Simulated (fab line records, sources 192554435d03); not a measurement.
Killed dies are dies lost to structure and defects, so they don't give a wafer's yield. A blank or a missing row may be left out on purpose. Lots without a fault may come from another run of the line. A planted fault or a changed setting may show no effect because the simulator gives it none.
One fault seen from 2 desks | flow n5_finfet | each desk has only its own numbers; what lay behind them comes last

THE TOOL OWNER'S DESK: ald_sin-03
The tool's own readings at N5_BEOL_M0_SAQP_ALD_48 (deposits SiO2, target thk 20 nm, pulse time 1 s, co reactant pulse time 1 s): means of the sampled wafers that have a number, for each lot that ran on this tool. A lot is out of limits, marked OUT, if its mean lies more than 4 standard deviations from the usual mean; the brackets give that distance.
Columns: A = heater_power_w at N5_BEOL_M0_SAQP_ALD_48, usual 79 W; B = precursor_pulse_height_rel at N5_BEOL_M0_SAQP_ALD_48, usual 1.001
lot  | first seen here | A  | B
L748 | day 6 00:43     | 79 | 0.996
L753 | day 7 04:32     | 83 | 0.988
L755 | day 7 18:47     | 85 | 1.010
This desk's finding: nothing out of limits on any of the 3 lots.

THE METROLOGY DESK
What the gauges read, lot by lot, whatever tool the lot ran on: means of the sampled wafers that have a number. A lot is out of limits, marked OUT, if its mean lies more than 4 standard deviations from the usual mean; the brackets give that distance. Of its 11 readings 7 are shown: those that lie furthest out on some lot.
Columns: A = DIBL_N at N5_BEOL_M4_RC_MEAS_101, usual 36.9 mV/V; B = DIBL_P at N5_BEOL_M4_RC_MEAS_101, usual 37.1 mV/V; C = IOFF_N at N5_BEOL_M4_RC_MEAS_101, usual 0.17 nA/um; D = ION_N at N5_BEOL_M4_RC_MEAS_101, usual 674 uA/um; E = SS_N at N5_BEOL_M4_RC_MEAS_101, usual 71.7 mV/dec; F = VT_N at N5_BEOL_M4_RC_MEAS_101, usual 249 mV; G = VT_P at N5_BEOL_M4_RC_MEAS_101, usual -250 mV
lot  | first seen here | A    | B    | C    | D   | E    | F   | G
L747 | day 5 18:22     | 37.2 | 37.0 | 0.18 | 689 | 72.5 | 246 | -248
L748 | day 6 00:19     | 37.1 | 37.0 | 0.16 | 660 | 71.4 | 251 | -245
L750 | day 6 08:24     | 36.9 | 37.9 | 0.17 | 677 | 71.7 | 249 | -247
L751 | day 6 20:02     | 36.0 | 37.0 | 0.15 | 664 | 71.2 | 251 | -251
L753 | day 7 03:49     | 36.2 | 36.9 | 0.16 | 666 | 71.5 | 249 | -247
L755 | day 7 18:23     | 35.3 | 37.4 | 0.15 | 670 | 71.4 | 251 | -251
L757 | day 8 08:12     | 39.6 | 38.5 | 0.22 | 689 | 72.0 | 244 | -253
L758 | day 8 16:01     | 38.7 | 36.5 | 0.16 | 672 | 72.0 | 250 | -254
L769 | day 11 01:26    | 36.7 | 34.6 | 0.17 | 674 | 71.6 | 249 | -247
L770 | day 11 15:13    | 36.1 | 37.3 | 0.15 | 672 | 70.9 | 250 | -247
This desk's finding: nothing out of limits on any of the 10 lots.

PUT TOGETHER
The tool owner's desk saw nothing out of limits.
The metrology desk saw nothing out of limits.

WHAT THE SIMULATOR HAD PUT IN
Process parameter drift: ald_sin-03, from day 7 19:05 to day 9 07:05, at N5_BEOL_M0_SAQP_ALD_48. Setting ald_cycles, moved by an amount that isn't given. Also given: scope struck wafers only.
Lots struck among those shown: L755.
